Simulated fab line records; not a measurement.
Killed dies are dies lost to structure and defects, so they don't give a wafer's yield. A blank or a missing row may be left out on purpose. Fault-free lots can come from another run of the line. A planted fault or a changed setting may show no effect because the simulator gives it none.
Matching of chambers | flow nandHarc | rieDiel-11 running NHARC_A_STAIRCASE_DESCUM_11: 4 sister chambers
The step chemistry O2, time 3 s. 4 wafers are shown with their chamber, then 7 later ones without.

== WAFERS WITH THEIR CHAMBER ==
wafer  | chamber | showerheadPlenumPTorr (Torr)
L082.5 | 2       | 1.85
L082.6 | 1       | 1.87
L081.2 | 3       | 1.99
L081.4 | 0       | 2.02

== WAFERS WHOSE CHAMBER IS MISSING ==
wafer  | showerheadPlenumPTorr (Torr)
L081.5 | 1.85
L083.2 | 1.87
L083.3 | 1.84
L083.4 | 2.02
L094.1 | 1.98
L094.3 | 2.01
L094.5 | 1.86

== EACH ONE'S CHAMBER ==
wafer  | from the rows above     | in truth
L081.5 | 2                       | 2
L083.2 | 1                       | 1
L083.3 | 2                       | 2
L083.4 | 0                       | 0
L094.1 | 3                       | 3
L094.3 | can't be placed: 0 or 3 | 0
L094.5 | can't be placed: 1 or 2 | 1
Correctly placed: 5 of 7. From these rows, 2 cannot be placed; in 2 the true chamber is one of the candidates. Placed wrongly: 0.
How it was worked out, from the rows above alone: a wafer's distance from a chamber is the root of the sum, over the readings, of the square of ((its reading less the chamber's mean) divided by the reading's scatter). If the next closest chamber is less than 2 further off than the closest, the wafer can't be placed; otherwise it belongs to the closest. The mean given for a chamber averages the wafers shown for that chamber. The scatter: with one shown wafer a chamber, the root of the mean of the squares of how far each hidden wafer lies from its nearest shown one.
